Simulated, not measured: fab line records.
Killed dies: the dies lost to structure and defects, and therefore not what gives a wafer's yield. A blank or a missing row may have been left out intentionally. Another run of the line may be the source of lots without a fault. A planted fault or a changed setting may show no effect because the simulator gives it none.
Which tool did it? || flow n5-finfet || 33 wafers from 11 lots sampled at 2 of the route's 1938 steps

== WHAT THE GAUGES SHOWED, per wafer ==
N5_MIM_TOP_LITHO_OVL_MEAS_11.
{"lot": "L180", "measured": "day 12 09:32", "on": "overlay-02", "MIM_TOP_OVL (nm)": "10 3 0"}
{"lot": "L181", "measured": "day 12 17:15", "on": "overlay-02", "MIM_TOP_OVL (nm)": "-5 -1 1"}
{"lot": "L184", "measured": "day 13 08:38", "on": "overlay-01", "MIM_TOP_OVL (nm)": "3 3 4"}
{"lot": "L182", "measured": "day 13 10:44", "on": "overlay-02", "MIM_TOP_OVL (nm)": "-3 2 -2"}
{"lot": "L183", "measured": "day 14 03:29", "on": "overlay-02", "MIM_TOP_OVL (nm)": "-2 -8 4"}
{"lot": "L189", "measured": "day 14 14:37", "on": "overlay-02", "MIM_TOP_OVL (nm)": "9 8 -2"}
{"lot": "L193", "measured": "day 15 02:58", "on": "overlay-02", "MIM_TOP_OVL (nm)": "9 10 11"}
{"lot": "L195", "measured": "day 16 04:44", "on": "overlay-01", "MIM_TOP_OVL (nm)": "3 -4 0"}
{"lot": "L201", "measured": "day 18 03:14", "on": "overlay-01", "MIM_TOP_OVL (nm)": "-8 2 -10"}
{"lot": "L203", "measured": "day 18 03:42", "on": "overlay-02", "MIM_TOP_OVL (nm)": "-5 -8 -3"}
{"lot": "L202", "measured": "day 18 12:59", "on": "overlay-01", "MIM_TOP_OVL (nm)": "-8 -2 -7"}

== TOOL THAT RAN EACH LOT (tool first, then ch and the chambers of the sampled wafers, then the start) ==
{"lot": "L180", "N5_BEOL_M14_ECD_47": "ecd-cu-01 ch 0,1, day 11 19:18"}
{"lot": "L181", "N5_BEOL_M14_ECD_47": "ecd-cu-01 ch 0,1, day 12 05:05"}
{"lot": "L184", "N5_BEOL_M14_ECD_47": "ecd-cu-02 ch 0,1, day 12 18:31"}
{"lot": "L182", "N5_BEOL_M14_ECD_47": "ecd-cu-01 ch 0, day 12 23:13"}
{"lot": "L183", "N5_BEOL_M14_ECD_47": "ecd-cu-02 ch 0,1, day 13 16:49"}
{"lot": "L189", "N5_BEOL_M14_ECD_47": "ecd-cu-02 ch 0,1, day 14 00:29"}
{"lot": "L193", "N5_BEOL_M14_ECD_47": "ecd-cu-01 ch 0,1, day 14 15:08"}
{"lot": "L195", "N5_BEOL_M14_ECD_47": "ecd-cu-01 ch 0, day 15 18:36"}
{"lot": "L201", "N5_BEOL_M14_ECD_47": "ecd-cu-02 ch 0,1, day 17 15:02"}
{"lot": "L203", "N5_BEOL_M14_ECD_47": "ecd-cu-01 ch 0,1, day 17 18:02"}
{"lot": "L202", "N5_BEOL_M14_ECD_47": "ecd-cu-02 ch 0,1, day 17 18:24"}
- N5_BEOL_M14_ECD_47: material Cu, target thk 1248 nm.

== THE ANSWER, worked out from the rows above alone ==
Rule: what is usual is taken from the lots themselves. The widest of any qualifying gaps counts: lots, ordered by their means at a reading, are off when they make up no more than a third of the lots, leave a main group of 4 or more, and stand apart from it by 3 or more times the standard deviation of that group's means. Not used: any main group whose means are identical at the precision the tables above print for the reading. Also off: a lot with no number at a reading for which 4 or more lots have one. Any other lot the step has rows for is counted as sound.
No lot is off on any of the readings shown, so nothing can be concluded from this.

== WHAT THE SIMULATOR HAD INSERTED ==
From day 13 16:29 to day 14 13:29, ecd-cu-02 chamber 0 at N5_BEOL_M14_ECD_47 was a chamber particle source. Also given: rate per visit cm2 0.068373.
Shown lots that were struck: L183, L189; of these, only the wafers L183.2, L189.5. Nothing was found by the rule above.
